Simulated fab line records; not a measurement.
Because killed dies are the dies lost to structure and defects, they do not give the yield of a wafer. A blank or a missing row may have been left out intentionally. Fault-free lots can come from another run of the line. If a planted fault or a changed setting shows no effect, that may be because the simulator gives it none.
One fault through the eyes of 3 desks | flow n5-finfet | numbers are kept per desk, each desk with only its own; the story behind them comes last

## AT THE METROLOGY DESK
Means of the sampled wafers that have a number, per lot and without regard to the tool the lot ran on: this is what the gauges read. Any lot whose mean is over 4 standard deviations away from the usual mean is out of limits and marked OUT; that distance is given in the brackets. Of its 11 readings 7 are shown: the one that was out of limits first, and those that lie furthest out on some lot.
Columns: A = DIBL_P at N5_BEOL_M4_RC_MEAS_101, usual 38 mV/V; B = IOFF_N at N5_BEOL_M4_RC_MEAS_101, usual 0.19 nA/um; C = IOFF_P at N5_BEOL_M4_RC_MEAS_101, usual 0.24 nA/um; D = ION_P at N5_BEOL_M4_RC_MEAS_101, usual 465 uA/um; E = SS_P at N5_BEOL_M4_RC_MEAS_101, usual 73.7 mV/dec; F = VT_P at N5_BEOL_M4_RC_MEAS_101, usual -249 mV; G = M7_THK at N5_BEOL_M7_THK_MEAS_53, usual 79.2 nm
lot  | first seen here | A  | B    | C    | D   | E    | F    | G
L256 | day 7 19:21     | 38 | 0.18 | 0.23 | 461 | 73.5 | -248 | 75.3
L263 | day 10 05:40    | 36 | 0.15 | 0.19 | 457 | 73.3 | -252 | 75.8
L264 | day 10 21:11    | 37 | 0.14 | 0.20 | 457 | 73.5 | -251 | 79.4
L266 | day 11 11:34    | 38 | 0.21 | 0.28 | 477 | 73.9 | -245 | 116.6 (+13) OUT
L268 | day 11 13:14    | 36 | 0.16 | 0.19 | 450 | 73.2 | -253 | 118.4 (+14) OUT
L271 | day 11 18:13    | 43 | 0.26 | 0.32 | 469 | 74.8 | -245 | 76.8
L270 | day 11 19:13    | 37 | 0.15 | 0.23 | 464 | 73.6 | -249 | 81.9
L274 | day 12 20:11    | 37 | 0.17 | 0.23 | 465 | 73.8 | -248 | 81.9
L278 | day 14 00:07    | 38 | 0.17 | 0.22 | 463 | 73.9 | -251 | 82.3
This desk finds L266, L268 out of limits, with the earliest case on L268 at day 12 23:15 (M7_THK at N5_BEOL_M7_THK_MEAS_53). In limits: L256, L263, L264, L271, L270, L274, L278.

## THE DEFECT DESK
Counts from the inspections along the route, per lot, as means over the sampled wafers that have a number. Any lot whose mean is over 4 standard deviations away from the usual mean is out of limits and marked OUT; that distance is given in the brackets.
Columns: A = raw-defect-count at N5_BEOL_M7_INSPECT_58, usual 69
lot  | first seen here | A
L256 | day 9 01:15     | 103
L263 | day 11 09:12    | 55
L264 | day 12 03:10    | 58
L268 | day 12 23:24    | 415 (+17) OUT
L271 | day 13 00:43    | 52
L270 | day 13 01:00    | 63
L266 | day 13 01:19    | 443 (+19) OUT
L274 | day 14 05:28    | 79
L278 | day 15 11:24    | 78
This desk's verdict: out of limits on L266, L268, starting with L268 at day 12 23:24 (raw-defect-count at N5_BEOL_M7_INSPECT_58). In limits: L256, L263, L264, L271, L270, L274, L278.

## FOR THE TOOL OWNER'S DESK: cmp-01
The tool's own readings at N5_BEOL_M7_CMP_52 (polishes, stops on SiCOH lowk, t overpolish 6.9 s, target thk 80 nm): means of the sampled wafers that have a number, for each lot that ran on this tool. Any lot whose mean is over 4 standard deviations away from the usual mean is out of limits and marked OUT; that distance is given in the brackets.
Columns: A = barrier-field-endpoint-s at N5_BEOL_M7_CMP_52, usual 29.2 s; B = motor-current-A at N5_BEOL_M7_CMP_52, usual 5.9 A; C = overpolish-run-s at N5_BEOL_M7_CMP_52, usual 6.900 s; D = platen-rpm at N5_BEOL_M7_CMP_52, usual 50.00 rpm; E = slurry-filter-dp-kPa at N5_BEOL_M7_CMP_52, usual 13.49 kPa; F = time-to-endpoint-s at N5_BEOL_M7_CMP_52, usual 63 s
lot  | first seen here | A               | B   | C                       | D     | E     | F
L256 | day 9 00:48     | 30.1            | 5.3 | 6.892                   | 50.01 | 13.42 | 64
L264 | day 12 02:43    | 28.8            | 5.8 | 6.897                   | 49.98 | 13.51 | 64
L268 | day 12 22:57    | 34.9 (+6.6) OUT | 5.5 | 4.622 (-99 or more) OUT | 50.00 | 13.40 | 67
L266 | day 13 00:57    | 34.5 (+6.1) OUT | 5.6 | 4.615 (-99 or more) OUT | 49.97 | 13.52 | 69
This desk's verdict: out of limits on L266, L268, starting with L268 at day 12 22:57 (barrier-field-endpoint-s at N5_BEOL_M7_CMP_52). In limits: L256, L264.

## TAKEN TOGETHER
On L266, L268, at day 12 22:57, an alarm was possible from the tool owner's desk.
An alarm was possible from the metrology desk at day 12 23:15, on L266, L268.
The defect desk could have raised an alarm at day 12 23:24, on L266, L268.
The lots listed all ran N5_BEOL_M7_CMP_52 on cmp-01.

## WHAT HAD BEEN PUT IN BY THE SIMULATOR
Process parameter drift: cmp-01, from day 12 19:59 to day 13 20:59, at N5_BEOL_M7_CMP_52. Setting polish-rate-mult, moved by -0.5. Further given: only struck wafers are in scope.
Struck lots among those shown: L266, L268.
Hours from the fault's start to each desk's first reading out of limits: the tool owner's desk, 3; the metrology desk, 3; the defect desk, 3.
